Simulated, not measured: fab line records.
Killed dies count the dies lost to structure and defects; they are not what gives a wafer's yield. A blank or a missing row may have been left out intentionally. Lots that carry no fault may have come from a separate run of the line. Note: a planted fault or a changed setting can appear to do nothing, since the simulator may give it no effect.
fab line records | flow n5Finfet
record: lots: 12 | wafers: 36 | lastDay: 18
route steps=1938 shown MOL_CONTACT_COAG@542 MIM_TOP_LITHO@1850 MIM_BOT_ETCH@1868 PASSIVATION@1936
lots with no fault: from the same line, run without faults
startH: start of the lot's first displayed wafer, in hours after the record's first day | waitH: hours since the lot's step before | " as in the row above | L1.1+2: a row that stands for several wafers | - either no value or no given start | * or withheld: withheld | < > ~ a bound
route shown NAME@n: a module of which the file shows steps, and the number in the route of the first | usual: mean/standard deviation taken from wafers without a fault | same: alike in all rows | chamber/n: place in a boat | sites: per-site readings | _std_site: the standard deviation of these | _edge_site: the outer-site mean with the inner-site mean subtracted | radiusMm: for every site, how far away it sits from the centre of the wafer | mask NAME#n: copy n | behind: the most recent tool/chamber to have shaped the wafer | hold: why the lot went on hold/how many hours it stayed there/how the hold came to an end | device: which transistor (n, p or np) failed to switch | end of line: the tests these same wafers got at the end of their route | step lacking rows: just its recipe | killed: at the first sort, the dies lost to defects and structure; wafer yield is something else | map: a wafer's dies, marking killed ones x, the rest . and places with no die _
set.NAME: the setting as run; set.NAME@STEP: as run at that earlier step | model.NAME: the simulator's own value behind a step, which no gauge read
steps of the route over a sample of lots; a table a step, a row a wafer
services: from which hour (startH, from the record's first day; less than 0 if before it) a tool's chamber was out of use, for how many hours, and why
== steps ==
step: N5_MOL_CONTACT_COAG_PRECLEAN_111
recipe: chemistry: NF3:NH3 | afsCycles: 1 | tempC: 30 | timeS: 20 | sublimationTempC: 180 | sublimationTimeS: 60 | pressureTorr: 3 | rfPowerW: 30
lot.wafer  | tool            | chamber | startH | waitH
L217.1+3+6 | remotePlasma-01 | 1       | 106.07 | 0.3
L218.1+3+6 | remotePlasma-01 | 0       | 114.81 | 0.2
L215.1+5+6 | remotePlasma-01 | 1       | 121.67 | 1.1
L220.3+4+6 | remotePlasma-01 | 1       | 122.36 | 0.2
L221.1+3+6 | remotePlasma-01 | 0       | 126.64 | 0.2
L222.2+3+5 | remotePlasma-02 | 0       | 129.79 | 0.8
L224.1+2+4 | remotePlasma-01 | 0       | 143.13 | 0.2
L225.1+2+6 | remotePlasma-01 | 0       | 147.29 | 2.0
L226.2+3+6 | remotePlasma-02 | 0       | 157.21 | 0.6
L230.2+3+4 | remotePlasma-01 | 0       | 184.10 | 0.2
L236.2+3+4 | remotePlasma-02 | 0       | 216.72 | 0.2
L237.2+3+4 | remotePlasma-02 | 0       | 222.56 | 1.5
step: N5_MIM_TOP_LITHO_DESCUM_10
recipe: chemistry: O2 | timeS: 7.9 | sourcePowerW: 50 | biasPowerW: 20 | pressureMtorr: 20 | rfFrequencyHz: 2.712e+07 | tempC: 40 | o2FlowSccm: 225
usual: drypumpMotorCurrentA: 5.5/0.51 | oesProductAu: 0.76/0.059 | rfVppV: 243.7/1.4 | showerheadPlenumPTorr: 2.13/0.061 | throttleValvePct: 20.61/0.2
lot.wafer | tool       | chamber | startH | waitH | drypumpMotorCurrentA | oesProductAu | rfHoursCounterH | rfVppV | showerheadPlenumPTorr | throttleValvePct
L217.1    | rieDiel-05 | 3       | 278.58 | 0.0   | 4.6                  | 0.81         | 100             | 246.0  | 2.20                  | 20.61
L217.3    | "          | 2       | "      | "     | 5.6                  | 0.82         | -               | 243.7  | 2.20                  | 20.43
L217.6    | "          | 2       | "      | "     | 5.6                  | 0.83         | -               | 244.5  | 2.20                  | 20.44
L218.1    | rieDiel-05 | 3       | 287.01 | 0.4   | 4.6                  | 0.80         | 104             | 246.8  | 2.20                  | 20.60
L218.3    | "          | 1       | "      | "     | 5.6                  | 0.81         | 104             | 241.9  | 2.03                  | 20.49
L218.6    | "          | 2       | "      | "     | 5.6                  | 0.83         | -               | 243.0  | 2.20                  | 20.43
L220.3    | rieDiel-03 | 0       | 307.29 | 0.2   | 5.6                  | 0.71         | 192             | 243.1  | 2.16                  | 20.53
L220.4    | "          | 3       | "      | "     | 6.3                  | 0.93         | 28              | 244.3  | 2.25                  | 20.51
L220.6    | "          | 2       | "      | "     | 5.3                  | 0.72         | -               | 243.9  | 2.10                  | 20.97
L221.1    | rieDiel-05 | 1       | 318.45 | 0.0   | 5.7                  | 0.79         | 117             | 241.8  | 2.02                  | 20.50
L221.3    | "          | 3       | "      | "     | 4.6                  | 0.78         | 115             | 246.3  | 2.20                  | 20.62
L221.6    | "          | 3       | "      | "     | 4.6                  | 0.79         | -               | 243.5  | 2.20                  | 20.63
L222.2    | rieDiel-05 | 2       | 321.20 | 0.0   | 5.6                  | 0.80         | 102             | 244.8  | 2.20                  | 20.46
L222.3    | "          | 1       | "      | "     | 5.7                  | 0.79         | 119             | 241.7  | 2.02                  | 20.51
L222.5    | "          | 3       | "      | "     | 4.6                  | 0.78         | -               | 243.9  | 2.20                  | 20.61
L215.1    | rieDiel-05 | 0       | 322.66 | 0.2   | 6.2                  | 0.78         | 122             | 241.1  | 2.03                  | 20.83
L215.5    | "          | 1       | "      | "     | 5.6                  | 0.79         | -               | 243.5  | 2.02                  | 20.49
L215.6    | "          | 2       | "      | "     | 5.6                  | 0.80         | -               | 245.0  | 2.20                  | 20.44
L225.1    | rieDiel-03 | 0       | 327.31 | 0.3   | 5.7                  | 0.71         | 199             | 245.2  | 2.16                  | 20.53
L225.2    | "          | 3       | "      | "     | 6.4                  | 0.91         | 34              | 245.9  | 2.24                  | 20.53
L225.6    | "          | 0       | "      | "     | 5.7                  | 0.71         | -               | 244.5  | 2.16                  | 20.52
L224.1    | rieDiel-01 | 3       | 331.77 | 0.0   | 5.3                  | 0.68         | 237             | 244.1  | 2.14                  | 20.39
L224.2    | "          | 0       | "      | "     | 6.4                  | 0.77         | 144             | 242.9  | 2.09                  | 20.24
L224.4    | "          | 1       | "      | "     | 5.2                  | 0.81         | 97              | 242.6  | 2.13                  | 20.56
L226.2    | rieDiel-01 | 1       | 332.10 | 0.0   | 5.2                  | 0.81         | 97              | 244.5  | 2.13                  | 20.57
L226.3    | "          | 0       | "      | "     | 6.4                  | 0.78         | 144             | 243.8  | 2.09                  | 20.24
L226.6    | "          | 3       | "      | "     | 5.3                  | 0.68         | -               | 243.4  | 2.14                  | 20.39
L230.2    | rieDiel-01 | 0       | 376.77 | 0.1   | 6.4                  | 0.75         | 160             | 242.9  | 2.08                  | 20.26
L230.3    | "          | 2       | "      | "     | 5.0                  | 0.67         | 246             | 242.7  | 2.17                  | 20.89
L230.4    | "          | 1       | "      | "     | 5.2                  | 0.78         | -               | 244.4  | 2.12                  | 20.59
L236.2    | rieDiel-05 | 0       | 417.70 | 0.0   | 6.2                  | 0.76         | 154             | 241.0  | 2.02                  | 20.89
L236.3    | "          | 2       | "      | "     | 5.6                  | 0.78         | 139             | 246.1  | 2.18                  | 20.52
L236.4    | "          | 1       | "      | "     | 5.7                  | 0.77         | 154             | 241.6  | 2.01                  | 20.56
L237.2    | rieDiel-03 | 3       | 424.90 | 0.0   | 6.3                  | 0.85         | 71              | 245.5  | 2.23                  | 20.58
L237.3    | "          | 2       | "      | "     | 5.3                  | 0.69         | 209             | 243.1  | 2.09                  | 21.04
L237.4    | "          | 0       | "      | "     | 5.6                  | 0.68         | 234             | 243.1  | 2.14                  | 20.59
step: N5_MIM_BOT_ETCH_ETCH_00
recipe: chemistry: Cl2/BCl3 | target: TiN | targetDepthA: 455 | ionEnergyEv: 150 | pressureMtorr: 10 | icpW: 1000 | biasW: 126 | Cl2_flow_sccm: 53.25 | bcl3FlowSccm: 21.75 | Ar_flow_sccm: 25
usual: bcl3FlowSccm: 21.75/0.062 | biasW: 126.0/0.32 | drypumpMotorCurrentA: 5.9/0.5 | oesProductAu: 0.82/0.091 | throttleValvePct: 22.05/0.24
lot.wafer | tool        | chamber | startH | waitH | bcl3FlowSccm | biasW | drypumpMotorCurrentA | oesProductAu | rfHoursCounterH | throttleValvePct
L217.1    | rieMetal-01 | 0       | 279.71 | 0.1   | 21.69        | 126.3 | 6.1                  | 0.88         | 12              | 22.04
L217.3    | "           | 1       | "      | "     | 21.69        | 125.8 | 5.8                  | 0.84         | -               | 22.32
L217.6    | "           | 1       | "      | "     | 21.80        | 126.1 | 5.8                  | 0.84         | -               | 22.32
L218.1    | rieMetal-02 | 0       | 288.08 | 0.1   | 21.84        | 125.6 | 5.6                  | 1.01         | 0               | 21.82
L218.3    | "           | 1       | "      | "     | 21.77        | 125.7 | 5.0                  | 0.71         | -               | 22.14
L218.6    | "           | 0       | "      | "     | 21.79        | 126.0 | 5.6                  | 1.01         | -               | 21.82
L220.3    | rieMetal-01 | 0       | 308.30 | 0.1   | 21.87        | 126.2 | 6.1                  | 0.87         | -               | 22.05
L220.4    | "           | 1       | "      | "     | 21.71        | 125.7 | 5.8                  | 0.84         | -               | 22.30
L220.6    | "           | 1       | "      | "     | 21.70        | 125.8 | 5.8                  | 0.84         | -               | 22.30
L221.1    | rieMetal-02 | 1       | 319.50 | 0.1   | 21.74        | 125.7 | 5.0                  | 0.70         | 83              | 22.16
L221.3    | "           | 0       | "      | "     | 21.79        | 126.2 | 5.6                  | 0.97         | -               | 21.83
L221.6    | "           | 1       | "      | "     | 21.59        | 125.8 | 5.0                  | 0.70         | -               | 22.17
L222.2    | rieMetal-03 | 1       | 322.31 | 0.1   | 21.65        | 126.0 | 6.4                  | 0.86         | 22              | 21.72
L222.3    | "           | 0       | "      | "     | 21.73        | 125.5 | 6.4                  | 0.67         | -               | 22.44
L222.5    | "           | 0       | "      | "     | 21.82        | 125.6 | 6.5                  | 0.67         | -               | 22.44
L215.1    | rieMetal-03 | 1       | 323.65 | 0.1   | 21.84        | 126.2 | 6.4                  | 0.85         | 22              | 21.73
L215.5    | "           | 0       | "      | "     | 21.80        | 126.0 | 6.4                  | 0.68         | -               | 22.43
L215.6    | "           | 1       | "      | "     | 21.85        | 126.0 | 6.4                  | 0.85         | -               | 21.74
L225.1    | rieMetal-03 | 1       | 328.34 | 0.1   | 21.68        | 126.0 | 6.4                  | 0.86         | 23              | 21.72
L225.2    | "           | 0       | "      | "     | 21.77        | 125.9 | 6.5                  | 0.68         | 96              | 22.44
L225.6    | "           | 1       | "      | "     | 21.68        | 125.7 | 6.4                  | 0.85         | -               | 21.74
L224.1    | rieMetal-02 | 0       | 333.12 | 0.1   | 21.66        | 126.0 | 5.6                  | 0.93         | 6               | 21.85
L224.2    | "           | 1       | "      | "     | 21.77        | 125.9 | 4.9                  | 0.70         | 84              | 22.17
L224.4    | "           | 0       | "      | "     | 21.75        | 125.9 | 5.6                  | 0.93         | -               | 21.83
L226.2    | rieMetal-01 | 1       | 333.23 | 0.1   | 21.65        | 126.1 | 5.8                  | 0.82         | 34              | 22.34
L226.3    | "           | 0       | "      | "     | 21.75        | 125.9 | 6.0                  | 0.85         | -               | 22.07
L226.6    | "           | 0       | "      | "     | 21.65        | 125.8 | 6.0                  | 0.84         | -               | 22.09
L230.2    | rieMetal-03 | 1       | 378.13 | 0.2   | 21.68        | 126.3 | 6.4                  | 0.84         | -               | 21.73
L230.3    | "           | 1       | "      | "     | 21.70        | 126.1 | 6.4                  | 0.83         | -               | 21.75
L230.4    | "           | 1       | "      | "     | 21.72        | 126.2 | 6.4                  | 0.83         | -               | 21.76
L236.2    | rieMetal-02 | 1       | 418.80 | 0.1   | 21.87        | 126.0 | 5.0                  | 0.68         | 92              | 22.19
L236.3    | "           | 1       | "      | "     | 21.89        | 126.3 | 5.0                  | 0.67         | -               | 22.21
L236.4    | "           | 0       | "      | "     | 21.73        | 126.2 | 5.6                  | 0.87         | -               | 21.90
L237.2    | rieMetal-02 | 1       | 426.33 | 0.1   | 21.77        | 126.1 | 5.0                  | 0.68         | 93              | 22.18
L237.3    | "           | 0       | "      | "     | 21.78        | 126.1 | 5.6                  | 0.88         | -               | 21.87
L237.4    | "           | 1       | "      | "     | 21.74        | 126.0 | 5.0                  | 0.68         | -               | 22.19
step: N5_PASSIVATION_PROBE_49
usual: defectLimitedYield: 91.7/1.5 | killed_at_M0_to_M3: 32/10 | killed_at_M4_up: 14/5.3 | killedAtContacts: 13/5.7 | killedAtFrontEnd: 37/10 | killedAtOther: 3.3/2.5 | killedDies: 98/18 | killedOpen: 65/13 | killedShort: 31/7.5 | sort_bin_5_function: 4.9/0.91 | sort_bin_6_memory: 3.1/0.71 | sort_bin_8_speed: 0.00/0.017 | sortNPass: 1082/18 | sortYieldPct: 91.7/1.5
same: grossDies: 1180 | killedAtBackSide: 0 | sort_bin_4_leakage[%]: 0
lot.wafer | tool      | chamber | startH | waitH | defectLimitedYield[%] | killed_at_M0_to_M3 | killed_at_M4_up | killedAtContacts | killedAtFrontEnd | killedAtOther | killedDies | killedOpen | killedShort | sort_bin_5_function[%] | sort_bin_6_memory[%] | sort_bin_8_speed[%] | sortNPass | sortYieldPct[%]
L230.2    | prober-01 | -       | 386.60 | 0.1   | 78.6                  | 43                 | 14              | 165              | 28               | 2             | 252        | 52         | 37          | 11.2                   | 5.2                  | 0                   | 928       | 78.6
L230.3    | prober-01 | -       | 386.65 | 0.1   | 78.2                  | 39                 | 13              | 174              | 26               | 5             | 257        | 55         | 31          | 13.3                   | 4.1                  | 0                   | 923       | 78.2
L230.4    | prober-01 | -       | 386.70 | 0.2   | 82.3                  | 20                 | 11              | 161              | 15               | 2             | 209        | 32         | 15          | 10.1                   | 3.4                  | 0                   | 971       | 82.3
killed by level:class
L230.2 MOL_CONTACT_COAG:unspecified=161 BEOL_M0_SAQP:geometricParticle:short=15 BEOL_M0_SAQP:geometricParticle:open=9 BEOL_M1:geometricParticle:open=6 BEOL_M3:geometricParticle:open=6 BEOL_M8:geometricParticle:open=5 FIN_SAQP:geometricParticle:short=4 DUMMY_GATE:geometricParticle:open=4
L230.3 MOL_CONTACT_COAG:unspecified=166 BEOL_M2:geometricParticle:open=9 BEOL_M0_SAQP:geometricParticle:short=8 MOL_CONTACT_COAG:geometricParticle:open=8 FIN_SAQP:geometricParticle:short=6 DUMMY_GATE:geometricParticle:open=5 BEOL_M0_SAQP:geometricParticle:open=5 BEOL_M1:geometricParticle:open=5
L230.4 MOL_CONTACT_COAG:unspecified=159 BEOL_M0_SAQP:geometricParticle:open=5 FIN_SAQP:geometricParticle:short=3 BEOL_M0_SAQP:geometricParticle:short=3 BEOL_M1:geometricParticle:open=3 BEOL_M2:geometricParticle:open=3 BEOL_M8:geometricParticle:open=3 FIN_SAQP:geometricParticle:open=2
== services ==
tool            | chamber | startH | hours | kind
rieDiel-01      | 3       | 100.79 | 8.7   | repair
remotePlasma-02 | -       | 114.21 | 1.0   | repair
rieDiel-01      | -       | 135.57 | 0.8   | repair
rieDiel-05      | 1       | 148.75 | 2.2   | repair
rieDiel-05      | 0       | 152.80 | 25.5  | repair
rieDiel-05      | 1       | 160.48 | 5.4   | repair
rieDiel-01      | 0       | 168.70 | 6.0   | repair
rieMetal-01     | 1       | 173.00 | 50.6  | repair
rieDiel-01      | 0       | 228.17 | 6.0   | repair
rieDiel-01      | -       | 238.12 | 15.6  | pm
rieDiel-01      | 1       | 263.76 | 3.0   | repair
rieMetal-02     | 0       | 268.13 | -     | clean
rieDiel-05      | 1       | 270.84 | 14.1  | repair
rieMetal-01     | -       | 293.33 | 0.5   | repair
rieMetal-02     | 1       | 320.48 | 2.3   | repair
rieDiel-01      | -       | 322.39 | 0.2   | repair
rieMetal-02     | -       | 325.32 | 0.7   | repair
rieDiel-03      | 1       | 336.08 | 13.1  | repair
rieMetal-01     | 0       | 342.64 | 13.4  | repair
rieMetal-01     | -       | 381.88 | 0.2   | repair
rieMetal-02     | -       | 382.45 | 0.6   | repair
rieMetal-03     | -       | 388.40 | 0.5   | repair
rieDiel-05      | 3       | 389.66 | 9.0   | repair
rieMetal-01     | 0       | 414.51 | 1.2   | repair
== key ==
firstSign: step: N5_PASSIVATION_PROBE_49 | reading: killedAtContacts | direction: up | sigmas: 27 | usual: 13 | struck: 167
effect: step: N5_PASSIVATION_PROBE_49 | reading: killedDies | direction: up | sigmas: 8 | usual: 98 | struck: 239
moreKillsBornAt: N5_MOL_CONTACT_COAG_PRECLEAN_111@remotePlasma-01: 485
metAt N5_MOL_CONTACT_COAG_PRECLEAN_111
struckLots L230
struckWafers L230.2,L230.3,L230.4
notActingAt N5_MIM_TOP_LITHO_DESCUM_10,N5_MIM_BOT_ETCH_ETCH_00
onsetBetween 147.29 184.10
fault: kind: chamberParticleSource | tool: remotePlasma-01 | chamber: 0 | onsetH: 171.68 | steps: N5_MOL_CONTACT_COAG_PRECLEAN_111 | ratePerVisitCm2: 2.1036 | endH: 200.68
